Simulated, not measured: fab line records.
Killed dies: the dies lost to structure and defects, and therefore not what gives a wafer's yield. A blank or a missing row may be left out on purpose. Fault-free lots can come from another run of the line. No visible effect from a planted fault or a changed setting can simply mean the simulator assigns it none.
Problem report, 8D (eight disciplines) form, completed by code | flow n5 finfet | the parts of the form that need people (team, actions taken, sign-off) are left out

## 1. WHAT WENT WRONG
spin speed rpm at N5_BEOL_M2_COAT_62 reads a mean of 1603.8 rpm on 6 wafers of 2 lots; wafers without a fault read 1499.8 rpm with a standard deviation of 1.2. That puts it +87 standard deviations away from the usual mean.
The step: time 60 s, resist thk 12 nm.
First observed at day 9 03:48: wafer L203.1, on litho track-05. At this step, 12 wafers from 4 lots have a number in the record. Rule for "out" (also "out of limits"): further than 4 standard deviations from the usual mean. Any other wafer with a number is counted as sound.

## 2. WHAT IT IS, AND WHAT IT ISN'T
question                    | is                     | is not
which readings at this step | spin speed rpm         | -
which lots                  | L203, L204             | L201, L214
which wafers of those lots  | all that have a number | -
read on which tools         | litho track-05         | litho track-03
when                        | from day 9 03:48       | up to then (3 sound wafers); but 3 sound wafers of L214 came after

## 3. THE SUSPECTS, EACH WITH WHAT RULES IT OUT
Counting: any tool at a process step up to the reading is kept as a suspect provided that every lot that is out went through it and no sound lot did after the first of them.
- litho track-05 at N5_BEOL_M2_COAT_62 (time 60 s, resist thk 12 nm): kept. It processed each lot that is out, first L203 at day 9 03:48, and no sound lot thereafter; up to then, the last sound lot it processed was L201 at day 8 17:24. Out on those wafers are its own readings of spin speed rpm.
Left after counting: litho track-05 at N5_BEOL_M2_COAT_62.

## 4. THE CAUSE (what the simulator had put in)
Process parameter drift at N5_BEOL_M2_COAT_62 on litho track-05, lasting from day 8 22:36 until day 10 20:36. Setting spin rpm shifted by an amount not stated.
The count eliminated every tool but this one.

## 5. THE EFFECT CHAIN, in route order
Each row: a reading where the mean over the struck wafers with a number is more than 3 standard deviations away from the usual. Scope: only readings with a usual standard deviation given in the record; hours: median across lots of the time from each lot's start at the first step in this table that gives one to its start at this step; sigmas: change in usual standard deviations.
hours | step               | reading        | usual      | on struck wafers | change | sigmas
0     | N5_BEOL_M2_COAT_62 | spin speed rpm | 1499.8 rpm | 1603.8           | +104.0 | +87
Here are the process steps it includes:
- N5_BEOL_M2_COAT_62: time 60 s, resist thk 12 nm.
At these later measuring or inspecting steps, every struck wafer for which the step has a row has a number for every such reading, and none has moved that far: N5_BEOL_M4_RC_MEAS_101.

## 6. HOW IT WOULD HAVE BEEN CAUGHT EARLIER
5 hours passed between the start of the fault at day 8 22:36 and the first reading out of limits in this record, taken at day 9 03:48.
